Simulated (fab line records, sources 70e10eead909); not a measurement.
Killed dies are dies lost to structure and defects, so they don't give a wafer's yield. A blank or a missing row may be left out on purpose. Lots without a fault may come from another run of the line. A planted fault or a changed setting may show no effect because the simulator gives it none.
A struck lot beside a sound one | flow nand_harc | 23 steps out of a route of 1302
Sound: wafers L470.1, L470.3, L470.4. Struck: wafers L478.2, L478.4, L478.6. The cause comes at the end.
At each step with rows: each side's tool, then ch and its chambers, then its first start. Under that, the readings that differ: sound wafers | struck wafers | difference of the means | sigmas: that difference in standard deviations of wafers without a fault.
alike: readings whose means differ by less than 2 such deviations, and words and numbers that are the same on both sides. not compared: withheld readings, readings that some wafer has no value for, bounds like >300 that may hide the same value, and numbers for which the record gives no deviation and whose values overlap.
The two part at a step that has a row with sigmas, a row that says differs or no value, or rows on one side only. Numbers that don't overlap but have no deviation are shown without sigmas and don't part them. A reading that every wafer of one side lacks parts them only if that side has two wafers or more.

NHARC_P_M0_INSPECT_27:
  sound on defect_inspect-02, day 6 21:13; struck on defect_inspect-01, day 10 13:29
  alike: raw_defect_count
NHARC_P_M0_PRE_CLEAN_31: time 12 s.
  sound on pecvd-04 ch 0,1,2, day 6 21:17; struck on pecvd-03 ch 0,1,2, day 10 13:34
  alike: heater_power_w
NHARC_P_M0_DEP_32: deposits SiCN, target thk 30 nm.
  sound on pecvd-04 ch 0,1,2, day 6 21:24; struck on pecvd-03 ch 0,1,2, day 10 13:40
  alike: heater_power_w
then, 8 steps without rows for these wafers: NHARC_P_M1_DEP_00 (deposits SiOC, target thk 182.5 nm); NHARC_P_M1_DEHYDRATE_01 (time 120 s); NHARC_P_M1_HMDS_02 (time 30 s); NHARC_P_M1_COAT_34 (time 65 s); NHARC_P_M1_COAT_03 (resist thk 90 nm); NHARC_P_M1_SOFTBAKE_04 (time 55 s); NHARC_P_M1_EBR_05; NHARC_P_M1_EXPOSE_06 (exposes mask P M1, target cd 130 nm).
NHARC_P_M1_PEB_07: peb time 65 s.
  sound on litho_track-06 ch 0, day 6 22:31; struck on litho_track-06 ch 0, day 10 14:47
  reading                  | sound              | struck               | difference | sigmas
  heater_power_total_W (W) | 156.9 156.6 156.1  | 167.6 167.0 166.9    | +10.6      | +25
  plate_temp_C (C)         | 100.03 99.96 99.73 | 104.98 104.77 104.96 | +5.00      | +36
then, 1 step without rows for these wafers: NHARC_P_M1_DEVELOP_08 (develop time 35 s).
NHARC_P_M1_CD_MEAS_09: target cd 130 nm.
  sound on cd_sem-03 ch 0, day 6 22:36; struck on cd_sem-01 ch 0, day 10 14:52
  reading    | sound             | struck            | difference | sigmas
  cd_nm (nm) | 129.8 128.8 129.8 | 144.9 144.2 143.9 | +14.9      | +17
NHARC_P_M1_OVL_MEAS_10: pitch 260 nm.
  sound on overlay-02, day 6 22:41; struck on overlay-01, day 10 14:58
  alike: overlay_x_nm, overlay_y_nm
NHARC_P_M1_INSPECT_11:
  sound on defect_inspect-01, day 6 22:44; struck on defect_inspect-01, day 10 15:01
  alike: raw_defect_count
NHARC_P_M1_DESCUM_14: chemistry O2, time 3 s.
  sound on rie_diel-03 ch 0,2,3, day 6 22:48; struck on rie_diel-07 ch 0,1, day 10 15:04
  reading                         | sound           | struck            | difference | sigmas
  showerhead_plenum_p_Torr (Torr) | 1.92 2.07 2.01  | 1.79 1.77 1.79    | -0.22      | -2
  model.P_M1.cd_nm (nm)           | 129.5 129 129.2 | 145.8 145.2 144.6 | +16.0      |
  alike: drypump_motor_current_A, oes_product_au, rf_vpp_V, throttle_valve_pct
  not compared: rf_hours_counter_h
NHARC_P_M1_ETCH_35: etches the open film in N2/H2, target depth 40 nm, overetch 12 nm, time 43.94 s.
  sound on rie_diel-03 ch 0,2,3, day 6 22:52; struck on rie_diel-07 ch 0,1,3, day 10 15:10
  alike: drypump_motor_current_A, oes_product_au, rf_vpp_V, showerhead_plenum_p_Torr, throttle_valve_pct
  not compared: rf_hours_counter_h
NHARC_P_M1_ETCH_15: etches the open film in C4F8/Ar, target depth 182.5 nm, time 91.2 s.
  sound on rie_diel-03 ch 1,2,3; struck on rie_diel-07 ch 0,2
  alike: oes_product_au, rf_vpp_V
  not compared: rf_hours_counter_h
NHARC_P_M1_CD_MEAS_16:
  sound on cd_sem-03, day 6 23:05; struck on cd_sem-01, day 10 15:23
  reading    | sound             | struck            | difference | sigmas
  cd_nm (nm) | 128.6 129.1 128.6 | 146.2 145.2 144.5 | +16.5      | +14
NHARC_P_M1_STRIP_18: strips in N2/H2.
  sound on rie_diel-07 ch 0,1,3, day 6 23:10; struck on rie_diel-07 ch 0,1, day 10 15:27
  alike: drypump_motor_current_A, oes_product_au, rf_vpp_V, showerhead_plenum_p_Torr, throttle_valve_pct
  not compared: rf_hours_counter_h
NHARC_P_M1_ETCH_28: etches the open film in CF4/N2, target depth 30 nm, time 72.99 s.
  sound on rie_diel-07 ch 0,1,2; struck on rie_diel-07 ch 0,1,3
  reading               | sound             | struck            | difference | sigmas
  model.P_M1.cd_nm (nm) | 129.7 127.9 127.6 | 145.3 144.5 144.2 | +16.3      |
  alike: drypump_motor_current_A, oes_product_au, rf_vpp_V, showerhead_plenum_p_Torr, throttle_valve_pct
  not compared: rf_hours_counter_h
then, 1 step without rows for these wafers: NHARC_P_M1_STRIP_19 (strips in post etch residue remover, time 600 s).

WHERE THEY PART
First at NHARC_P_M1_PEB_07; last, within this record, at NHARC_P_M1_CD_MEAS_16. Later steps at which nothing parts them and some readings are alike: NHARC_P_M1_STRIP_18, NHARC_P_M1_ETCH_28.

WHY: what the simulator had put in
Process parameter drift: litho_track-06, from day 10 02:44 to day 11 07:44, at NHARC_P_M1_PEB_07. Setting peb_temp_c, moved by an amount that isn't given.
